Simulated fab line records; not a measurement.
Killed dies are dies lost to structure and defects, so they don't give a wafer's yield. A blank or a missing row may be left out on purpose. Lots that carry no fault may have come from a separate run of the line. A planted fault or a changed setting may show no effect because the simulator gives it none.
A lot that was struck, set against a sound lot	flow nandHarc	15 out of 1159 route steps
Sound: wafers L911.1, L911.4, L911.5. Wafers L922.1, L922.3, L922.4 were the ones struck. The cause is named last.
Per side, at each step with rows, come the tool, then ch with its chambers, and then its first start. Under that, the readings that differ: sound wafers	struck wafers	difference of the means	sigmas: that difference in standard deviations of wafers without a fault.
alike: a reading whose means differ by less than 2 such deviations, as well as words and numbers matching on both sides. not compared: withheld readings; readings where some wafer has no value; bounds like >300 that might hide an equal value; numbers whose values overlap and for which the record gives no deviation.
A row with sigmas, a row that says differs or no value, or rows on one side alone: a step with any of these is where the two part. When numbers do not overlap yet have no deviation, they are printed without sigmas and do not part them. Lack of a reading on every wafer of one side parts them only where that side has two or more wafers.

NHARC_P_M1_ETCH_35: etches the open film in N2/H2, target depth 40 nm, overetch 12 nm, time 43.94 s.
  sound on rieDiel-12 ch 2,3, day 6 20:40; struck on rieDiel-12 ch 0,2,3, day 9 23:46
  alike: drypumpMotorCurrentA, oesProductAu, rfFwdPowerW, rfVppV, showerheadPlenumPTorr, throttleValvePct
  not compared: rfHoursCounterH
then, 1 step without rows for these wafers: NHARC_P_M1_ETCH_15 (etches the open film in C4F8/Ar, target depth 182.5 nm, time 91.2 s).
NHARC_P_M1_CD_MEAS_16:
  sound: cdSem-02 at day 6 20:53; struck: cdSem-03 at day 9 23:59
reading	sound	struck	difference	sigmas
cdNm (nm)	130.8 130.1 131.7	127.7 129.3 128.4	-2.4	-2
NHARC_P_M1_STRIP_18: strips in N2/H2.
  sound on rieDiel-06 ch 1,3, day 6 20:59; struck on rieDiel-01 ch 1,2,3, day 10 00:03
  alike: drypumpMotorCurrentA, oesProductAu, rfFwdPowerW, rfVppV, showerheadPlenumPTorr, throttleValvePct
  not compared: rfHoursCounterH
then, 2 steps without rows for these wafers: NHARC_P_M1_ETCH_28 (etches the open film in CF4/N2, target depth 30 nm, time 72.99 s); NHARC_P_M1_STRIP_19 (strips in post etch residue remover, time 600 s).
NHARC_P_M1_DEGAS_29: time 60 s.
  sound: pvdSputter-01 at day 6 21:39; struck: pvdSputter-01 at day 10 00:42
  alike: heaterPowerW
then, 2 steps without rows for these wafers: NHARC_P_M1_PRE_CLEAN_30 (time 30 s); NHARC_P_M1_PVD_20 (deposits TaN, target thk 5 nm, time 8.06 s).
NHARC_P_M1_PVD_21: deposits Cu, target thk 30 nm, time 20.49 s.
  sound on pvdSputter-01; struck on pvdSputter-01
  alike: throttleValvePct
then, 1 step without rows for these wafers: NHARC_P_M1_ECD_22 (material Cu, target thk 400 nm).
NHARC_P_M1_ANNEAL_31: time 90 s.
  sound on rtpAnneal-01 ch 0, day 6 22:36; struck on rtpAnneal-01 ch 0, day 10 01:27
  alike: wafer_temp_C_max
NHARC_P_M1_CMP_23: polishes, t overpolish 20 s, target thk 157.82 nm.
  sound on cmp-02 ch 1,2,3, day 6 22:57; struck on cmp-02 ch 0,1,2, day 10 01:47
  no value came back on the struck wafers for edgeZonePressureFrac, motorCurrentA (A), timeToEndpointS (s); on the sound wafers edgeZonePressureFrac reads 1.004 0.993 0.996
NHARC_P_M1_THK_MEAS_24: measures by xrf.
  sound: filmMetro-02 at day 6 23:16; struck: filmMetro-01 at day 10 02:07
reading	sound	struck	difference	sigmas
thkNm (nm)	156.2 161.3 159.0	401.6 399.1 402.7	+242.3	+99 or more
then, 1 step without rows for these wafers: NHARC_P_M1_SRD_25.

## WHERE THEY PART
First at NHARC_P_M1_CD_MEAS_16; last, within this record, at NHARC_P_M1_THK_MEAS_24.

WHY: what the simulator had put in
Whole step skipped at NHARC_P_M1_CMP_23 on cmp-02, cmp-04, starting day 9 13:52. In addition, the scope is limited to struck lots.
